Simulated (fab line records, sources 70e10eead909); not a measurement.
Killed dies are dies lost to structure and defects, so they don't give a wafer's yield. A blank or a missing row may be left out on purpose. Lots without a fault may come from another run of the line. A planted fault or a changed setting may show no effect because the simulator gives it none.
Chamber matching | flow nand_harc | NHARC_A_BONDPAD_DESCUM_11 on rie_diel-06: 4 sister chambers
The step chemistry O2, time 3 s. 14 wafers are shown with their chamber, then 7 later ones without.

WAFERS WITH THEIR CHAMBER
wafer  | chamber | drypump_motor_current_A (A) | oes_product_au (a.u.) | o2_flow_sccm (sccm)
L641.1 | 1       | 5.1                         | 1.003                 | 201.2
L641.3 | 0       | 5.6                         | 0.992                 | 200.7
L641.4 | 3       | 6.5                         | 1.006                 | 200.1
L645.1 | 1       | 5.2                         | 0.994                 | 199.7
L645.2 | 3       | 6.5                         | 1.003                 | 200.1
L645.5 | 2       | 6.2                         | 0.987                 | 199.8
L648.2 | 2       | 6.2                         | 0.987                 | 199.5
L648.5 | 2       | 6.1                         | 0.999                 | 200.0
L648.6 | 1       | 5.2                         | 1.003                 | 200.4
L651.4 | 1       | 5.2                         | 1.003                 | 200.0
L651.5 | 2       | 6.2                         | 0.996                 | 200.2
L651.6 | 3       | 6.5                         | 1.000                 | 200.5
L656.1 | 3       | 6.4                         | 1.000                 | 200.8
L656.3 | 1       | 5.1                         | 1.017                 | 201.2

SIGNATURES (means of the wafers above)
reading                 | chamber 0 | chamber 1 | chamber 2 | chamber 3 | scatter within a chamber
drypump_motor_current_A | 5.600     | 5.160     | 6.175     | 6.475     | 0.052
oes_product_au          | 0.99200   | 1.00400   | 0.99225   | 1.00225   | 0.00641
o2_flow_sccm            | 200.700   | 200.500   | 199.875   | 200.375   | 0.499
Rule: a wafer's distance from a chamber is the root of the sum, over the readings, of the square of ((its reading less the chamber's mean) divided by the reading's scatter). The wafer belongs to the nearest chamber; if the next one is less than 2 further off, it can't be placed. The scatter: the root of (the sum of the squares of (reading less its chamber's mean) over the shown wafers, divided by (wafers less chambers)).

WAFERS WITHOUT THEIR CHAMBER
wafer  | drypump_motor_current_A (A) | oes_product_au (a.u.) | o2_flow_sccm (sccm)
L656.6 | 6.1                         | 1.001                 | 199.4
L660.1 | 5.6                         | 0.994                 | 199.1
L660.4 | 6.1                         | 0.999                 | 200.7
L660.5 | 6.1                         | 1.013                 | 200.0
L662.2 | 5.2                         | 1.005                 | 200.9
L662.4 | 6.4                         | 1.005                 | 201.1
L662.5 | 6.1                         | 0.991                 | 200.9

WHICH CHAMBER EACH WENT THROUGH
wafer  | from the rows above | in truth
L656.6 | 2                   | 2
L660.1 | 0                   | 0
L660.4 | 2                   | 2
L660.5 | 2                   | 2
L662.2 | 1                   | 1
L662.4 | 3                   | 3
L662.5 | 2                   | 2
Placed correctly: 7 of 7. Can't be placed from these rows: 0. Placed wrongly: 0.
